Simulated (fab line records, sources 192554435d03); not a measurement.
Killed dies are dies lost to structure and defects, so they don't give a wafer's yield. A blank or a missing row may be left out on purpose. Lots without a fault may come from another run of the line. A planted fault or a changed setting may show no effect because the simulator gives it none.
fab line records | flow n5_finfet
record lots=10 wafers=30 last_day=18
route steps=1938 shown BEOL_M0_SAQP@663 BEOL_M4@1111
lots that met no fault: from a run of the same line without faults
start_h: hours from the record's first day to the start of the lot's first wafer shown | wait_h: hours since the lot's step before | " the same as in the row above | L1.1+2: a row that stands for several wafers | - no value, or no start given | * or withheld: withheld | < > ~ a bound
route shown NAME@n: a module of which the file shows steps, and the number in the route of the first | usual: mean/standard deviation of fault-free wafers | same: alike in all rows | chamber/n: place in a boat | sites: the reading at each site | _std_site: their standard deviation | _edge_site: outer sites' mean less inner sites' | radius_mm: how far each site lies from the wafer's centre | mask NAME#n: copy n | behind: the tool/chamber that last shaped the wafer | hold: why the lot was held/for how many hours/how that ended | device: the transistor (n, p or np) that didn't switch | end of line: the same wafers' tests at the end of the route | a step without rows: its recipe alone | killed: dies lost to structure and defects at the first sort, not the wafer's yield | map: a wafer's dies, x killed, . not, _ none there
set.NAME: the setting as run; set.NAME@STEP: as run at that earlier step | model.NAME: the simulator's own value behind a step, which no gauge read
steps of the route over a sample of lots; a table a step, a row a wafer
services: from which hour (start_h, from the record's first day; less than 0 if before it) a tool's chamber was out of use, for how many hours, and why
## steps
# step N5_BEOL_M0_SAQP_SPACER1_ALD_98
# recipe material=SiO2 target_thk_a=128 temp_c=300 ald_precursor_family=BDEAS ald_co_reactant=O2-plasma pulse_time_s=1 purge_time_s=2 co_reactant_purge_time_s=2 ald_cycles=138 pressure_torr=2
# usual heater_power_w=467/43 precursor_pulse_height_rel=1.000/0.022
# same purge_time_s=2
# columns lot.wafer tool chamber start_h wait_h heater_power_w precursor_pulse_height_rel
L308.1 ald_sin-03 2 125.34 0.3 462 1.014
L308.3 " 1 " " 475 1.009
L308.4 " 0 " " 446 0.995
L312.1 ald_sin-01 0 147.18 0.5 475 0.990
L312.3 " 2 " " 476 1.062
L312.5 " 0 " " 466 0.997
L314.1 ald_sin-01 3 166.12 0.3 512 0.944
L314.5 " 2 " " 464 1.003
L314.6 " 1 " " 402 0.994
L320.1 ald_sin-02 1 195.99 0.4 418 0.991
L320.4 " 3 " " 499 0.982
L320.6 " 0 " " 477 1.005
L324.2 ald_sin-01 1 215.45 0.3 405 0.991
L324.3 " 3 " " 523 1.025
L324.5 " 2 " " 470 0.986
L325.1 ald_sin-03 1 227.90 0.6 475 1.028
L325.4 " 3 " " 566 0.949
L325.6 " 2 " " 476 1.011
L326.1 ald_sin-02 3 229.87 0.4 503 0.988
L326.3 " 2 " " 444 0.981
L326.4 " 0 " " 478 1.011
L327.2 ald_sin-01 1 241.48 2.2 389 1.034
L327.3 " 0 " " 476 0.981
L327.4 " 3 " " 520 0.987
L328.3 ald_sin-01 0 242.40 0.1 473 1.017
L328.4 " 3 " " 519 0.993
L328.5 " 0 " " 469 1.027
L329.2 ald_sin-03 0 253.27 0.3 456 1.004
L329.3 " 2 " " 462 1.010
L329.4 " 3 " " 556 1.018
# step N5_BEOL_M0_SAQP_ETCH_102
# recipe chemistry=CF4 target=SiO2 target_depth_a=40 ion_energy_ev=350 time_s=4.4 pressure_mtorr=10 icp_w=800 bias_w=400 cf4_flow_sccm=80
# usual drypump_motor_current_A=5.8/0.5 oes_product_au=1.001/0.017 throttle_valve_pct=21.84/0.15
# columns lot.wafer tool chamber start_h wait_h drypump_motor_current_A oes_product_au rf_hours_counter_h throttle_valve_pct
L308.1 rie_si-06 0 126.16 0.1 5.6 0.986 33 22.06
L308.3 " 2 " " 5.8 1.001 87 21.76
L308.4 " 3 " " 5.6 0.991 127 21.73
L312.1 rie_si-05 3 148.00 0.1 5.2 1.004 72 21.79
L312.3 " 1 " " 5.6 0.983 108 21.91
L312.5 " 0 " " 6.2 1.013 - 21.95
L314.1 rie_si-06 2 166.94 0.1 5.7 1.003 88 21.75
L314.5 " 1 " " 5.6 1.007 - 21.72
L314.6 " 0 " " 5.7 0.985 - 22.05
L320.1 rie_si-06 1 196.81 0.1 5.6 1.015 137 21.73
L320.4 " 2 " " 5.8 1.014 89 21.73
L320.6 " 2 " " 5.8 1.003 - 21.75
L324.2 rie_si-02 0 216.27 0.1 4.9 1.025 25 21.62
L324.3 " 2 " " 6.7 1.029 2 22.14
L324.5 " 1 " " 5.7 0.996 - 21.91
L325.1 rie_si-06 2 228.81 0.1 5.8 1.017 89 21.75
L325.4 " 0 " " 5.7 0.996 35 22.07
L325.6 " 2 " " 5.7 1.012 - 21.75
L326.1 rie_si-02 0 230.72 0.1 5.0 1.025 25 21.63
L326.3 " 3 " " 6.5 0.958 29 21.69
L326.4 " 1 " " 5.7 1.007 71 21.93
L327.2 rie_si-05 2 242.30 0.1 6.0 0.997 66 21.90
L327.3 " 1 " " 5.6 0.995 111 21.91
L327.4 " 2 " " 6.0 1.011 - 21.91
L328.3 rie_si-05 2 243.41 0.1 6.0 0.999 66 21.91
L328.4 " 1 " " 5.6 0.995 111 21.88
L328.5 " 0 " " 6.2 1.013 - 21.93
L329.2 rie_si-05 2 254.09 0.1 6.0 1.007 67 21.91
L329.3 " 1 " " 5.6 0.995 111 21.90
L329.4 " 3 " " 5.2 1.010 73 21.80
# step N5_BEOL_M0_SAQP_SPACER2_ALD_26
# recipe material=SiO2 target_thk_a=150 temp_c=300 ald_precursor_family=BDEAS ald_co_reactant=O2-plasma pulse_time_s=1 purge_time_s=2 co_reactant_purge_time_s=2 pressure_torr=2
# usual heater_power_w=470/40 precursor_pulse_height_rel=0.998/0.019
# same purge_time_s=2
# columns lot.wafer tool chamber start_h wait_h heater_power_w precursor_pulse_height_rel
L308.1 ald_sin-03 1 127.12 0.1 477 0.993
L308.3 " 0 " " 445 1.014
L308.4 " 3 " " 559 1.028
L312.1 ald_sin-02 2 148.87 0.1 444 1.004
L312.3 " 0 " " 482 0.975
L312.5 " 0 " " 481 0.985
L314.1 ald_sin-02 3 168.44 0.1 507 0.985
L314.5 " 2 " " 438 1.012
L314.6 " 3 " " 513 0.987
L320.1 ald_sin-03 0 197.93 0.1 454 1.003
L320.4 " 2 " " 489 1.004
L320.6 " 0 " " 460 1.023
L324.2 ald_sin-03 1 217.47 0.2 480 0.995
L324.3 " 3 " " 547 0.980
L324.5 " 3 " " 535 1.009
L325.1 ald_sin-01 1 230.60 1.0 409 1.029
L325.4 " 2 " " 469 0.982
L325.6 " 2 " " 469 0.957
L326.1 ald_sin-01 3 231.63 0.1 511 0.999
L326.3 " 2 " " 472 0.994
L326.4 " 1 " " 409 0.996
L327.2 ald_sin-02 1 243.31 0.2 410 0.990
L327.3 " 0 " " 475 0.976
L327.4 " 3 " " 505 0.994
L328.3 ald_sin-02 3 244.27 0.1 478 1.002
L328.4 " 0 " " 468 1.021
L328.5 " 2 " " 442 0.998
L329.2 ald_sin-03 0 254.97 0.1 463 1.026
L329.3 " 3 " " 558 0.970
L329.4 " 1 " " 489 1.002
# step N5_BEOL_M0_SAQP_COAT_69
# recipe resist=SOC temp_c=250 time_s=60 spin_rpm=1500 resist_thk_nm=90
# usual spin_speed_rpm=1500.2/1.1
# columns lot.wafer tool chamber start_h wait_h spin_speed_rpm
L308.1 litho_track-01 0 127.90 0.0 1499.8
L308.3 " 0 " " 1499.4
L308.4 " 0 " " 1500.2
L312.1 litho_track-03 0 149.65 0.0 1713.8
L312.3 " 0 " " 1712.9
L312.5 " 0 " " 1713.5
L314.1 litho_track-03 0 169.33 0.0 1714.2
L314.5 " 0 " " 1713.4
L314.6 " 0 " " 1712.0
L320.1 litho_track-04 0 198.76 0.0 1499.3
L320.4 " 0 " " 1501.9
L320.6 " 0 " " 1500.1
L324.2 litho_track-03 0 218.29 0.0 1498.9
L324.3 " 0 " " 1501.6
L324.5 " 0 " " 1499.5
L325.1 litho_track-04 0 231.43 0.0 1499.9
L325.4 " 0 " " 1502.4
L325.6 " 0 " " 1499.3
L326.1 litho_track-01 0 232.54 0.0 1499.6
L326.3 " 0 " " 1500.6
L326.4 " 0 " " 1500.3
L327.2 litho_track-03 0 244.09 0.0 1501.0
L327.3 " 0 " " 1500.3
L327.4 " 0 " " 1500.6
L328.3 litho_track-01 0 245.12 0.0 1499.4
L328.4 " 0 " " 1499.9
L328.5 " 0 " " 1498.0
L329.2 litho_track-04 0 255.79 0.0 1499.6
L329.3 " 0 " " 1500.5
L329.4 " 0 " " 1500.0
# step N5_BEOL_M4_RC_MEAS_101
# usual DIBL_N=35.9/1.4 DIBL_P=35.9/1.7 IOFF_N=0.155/0.023 IOFF_P=0.201/0.029 ION_N=672/8.8 ION_P=460/7 SS_N=71.6/0.48 SS_P=73.1/0.64 VT_N=250.0/3 VT_P=-251.6/3
# columns lot.wafer tool chamber start_h wait_h DIBL_N[mV/V] DIBL_P[mV/V] IOFF_N[nA/um] IOFF_P[nA/um] ION_N[uA/um] ION_P[uA/um] SS_N[mV/dec] SS_P[mV/dec] VT_N[mV] VT_P[mV]
L308.1 prober-02 0 182.94 0.0 35.3 34.0 0.146 0.207 672 469 71.8 72.6 252.7 -248.6
L308.3 " 0 " " 35.4 34.6 0.144 0.206 670 462 71.1 73.0 250.4 -247.5
L308.4 " 0 " " 36.0 36.0 0.163 0.232 688 475 72.0 73.2 248.6 -247.8
L312.1 prober-01 0 202.06 0.0 34.1 35.0 0.128 0.162 660 452 71.6 72.4 252.3 -254.1
L312.3 " 0 " " 35.3 36.8 0.150 0.179 674 457 71.1 73.4 249.7 -254.3
L312.5 " 0 " " 36.0 37.7 0.161 0.186 676 460 72.0 73.6 251.4 -253.0
L314.1 prober-01 0 224.19 0.0 37.8 38.9 0.193 0.216 688 460 71.6 74.2 244.7 -251.0
L314.5 " 0 " " 38.1 38.7 0.199 0.217 687 466 71.6 74.5 247.1 -250.6
L314.6 " 0 " " 36.6 35.8 0.166 0.174 660 446 71.7 72.2 249.3 -253.7
L320.1 prober-01 0 252.05 0.0 36.9 36.8 0.183 0.244 684 467 72.1 74.0 246.3 -249.6
L320.4 " 0 " " 37.7 37.6 0.198 0.260 671 463 72.6 73.6 244.0 -246.0
L320.6 " 0 " " 36.5 35.2 0.170 0.227 670 461 72.4 73.7 248.2 -249.3
L324.2 prober-02 0 279.34 0.2 34.5 34.7 0.131 0.146 660 448 71.4 72.9 254.0 -258.7
L324.3 " 0 " " 34.9 35.5 0.134 0.149 680 456 71.4 73.7 254.3 -256.1
L324.5 " 0 " " 34.1 34.6 0.125 0.140 658 445 71.2 72.8 251.2 -257.9
L326.1 prober-02 0 286.47 0.0 39.1 39.8 0.211 0.260 682 462 72.3 74.4 243.3 -250.6
L326.3 " 0 " " 38.5 39.4 0.195 0.250 685 464 72.4 73.7 248.6 -249.5
L326.4 " 0 " " 37.6 38.0 0.187 0.231 686 469 71.8 73.0 243.6 -249.3
L325.1 prober-01 0 286.94 0.0 36.6 37.5 0.168 0.213 682 461 72.3 73.8 248.7 -250.7
L325.4 " 0 " " 36.3 37.9 0.170 0.217 676 460 72.0 74.1 248.1 -251.7
L325.6 " 0 " " 35.4 36.6 0.149 0.199 668 461 72.8 73.7 250.8 -250.6
L327.2 prober-01 0 304.38 0.2 35.4 36.7 0.188 0.220 688 469 71.3 73.3 243.8 -248.9
L327.3 " 0 " " 36.3 38.7 0.205 0.250 680 465 71.7 73.7 244.3 -249.2
L327.4 " 0 " " 37.0 39.4 0.231 0.267 676 462 72.3 74.4 243.5 -249.4
L328.3 prober-01 0 306.07 0.6 35.9 35.7 0.155 0.183 679 461 71.4 72.8 248.4 -253.1
L328.4 " 0 " " 37.2 35.9 0.157 0.196 670 454 71.7 73.5 250.7 -252.3
L328.5 " 0 " " 34.9 34.2 0.132 0.171 666 451 70.5 73.4 252.3 -254.2
L329.2 prober-02 0 311.64 0.2 35.6 34.0 0.141 0.186 649 448 71.7 72.6 255.4 -253.7
L329.3 " 0 " " 34.9 34.2 0.131 0.198 668 462 71.1 73.4 250.9 -251.9
L329.4 " 0 " " 33.5 32.8 0.113 0.168 654 454 71.0 72.6 256.9 -252.6
## services
# columns tool chamber start_h hours kind
ald_sin-03 2 160.90 16.3 repair
rie_si-02 - 169.57 1.8 repair
rie_si-05 2 191.44 16.2 repair
rie_si-05 3 197.33 45.2 repair
ald_sin-01 2 205.76 7.3 repair
rie_si-02 2 213.71 1.2 repair
rie_si-02 2 218.73 7.4 repair
ald_sin-03 - 228.99 2.8 repair
ald_sin-02 2 230.72 4.4 repair
ald_sin-02 0 238.70 - calibration
rie_si-06 2 242.65 14.3 repair
ald_sin-02 1 244.09 8.5 repair
rie_si-06 0 248.90 7.0 repair
ald_sin-02 - 255.40 2.2 repair
## key
first_sign step=N5_BEOL_M0_SAQP_COAT_69 reading=spin_speed_rpm direction=up sigmas=99+ usual=* struck=*
effect none on later readings
met_at N5_BEOL_M0_SAQP_COAT_69
struck_lots L312,L314
not_acting_at N5_BEOL_M0_SAQP_SPACER1_ALD_98,N5_BEOL_M0_SAQP_ETCH_102,N5_BEOL_M0_SAQP_SPACER2_ALD_26
fault kind=process_parameter_drift tool=litho_track-03 chamber=- onset_h=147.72 steps=N5_BEOL_M0_SAQP_COAT_69 channel=spin_rpm offset=* shape=step end_h=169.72 acts_in=* stated=*
